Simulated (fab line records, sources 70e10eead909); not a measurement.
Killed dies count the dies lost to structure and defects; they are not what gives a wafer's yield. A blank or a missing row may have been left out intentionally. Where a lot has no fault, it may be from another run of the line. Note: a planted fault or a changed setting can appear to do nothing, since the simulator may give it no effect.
Chamber matching -- flow nand harc -- ald hk-02 running NHARC_A_CHANNEL_FILL_D2_ALD_14: 4 sister chambers
The step deposits SiO2, target thk 2.5 nm, pulse time 10 s, ald cycles 25. 8 wafers are shown with their chamber, then 10 later ones without.

## WAFERS PAIRED WITH THEIR CHAMBERS
wafer,chamber,heater power w (W),precursor pulse height rel
L080.4,0,452,1.013
L082.1,3,515,1.008
L085.2,1,426,1.005
L085.4,0,440,0.972
L088.2,1,425,0.986
L088.6,2,402,1.024
L087.1,3,510,0.987
L087.5,2,387,0.986

## WAFERS MISSING THEIR CHAMBER
wafer,heater power w (W),precursor pulse height rel
L087.6,411,1.044
L089.1,538,0.998
L089.5,385,1.005
L089.6,426,0.986
L091.2,447,1.027
L091.4,423,1.002
L091.5,523,0.997
L092.1,412,0.989
L092.3,441,1.025
L092.5,440,1.035

## WHICH CHAMBER EACH WENT THROUGH
wafer,from the rows above,in truth
L087.6,can't be placed: 2 or 1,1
L089.1,3,3
L089.5,2,2
L089.6,1,1
L091.2,can't be placed: 0 or 1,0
L091.4,1,1
L091.5,3,3
L092.1,can't be placed: 1 or 2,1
L092.3,can't be placed: 0 or 1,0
L092.5,can't be placed: 0 or 1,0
Placed correctly: 5 of 10. From these rows, 5 cannot be placed; in 5 the true chamber is one of the candidates. Wrongly placed: 0.
How it was worked out, from the rows above alone: a wafer's distance from a chamber is the root of the sum, over the readings, of the square of ((its reading less the chamber's mean) divided by the reading's scatter). The wafer belongs to the nearest chamber; if the next one is less than 2 further off, it can't be placed. The mean given for a chamber averages the wafers shown for that chamber. The scatter is the square root of a quotient: the sum, over the shown wafers, of each reading's squared deviation from its chamber's mean, divided by wafers minus chambers.
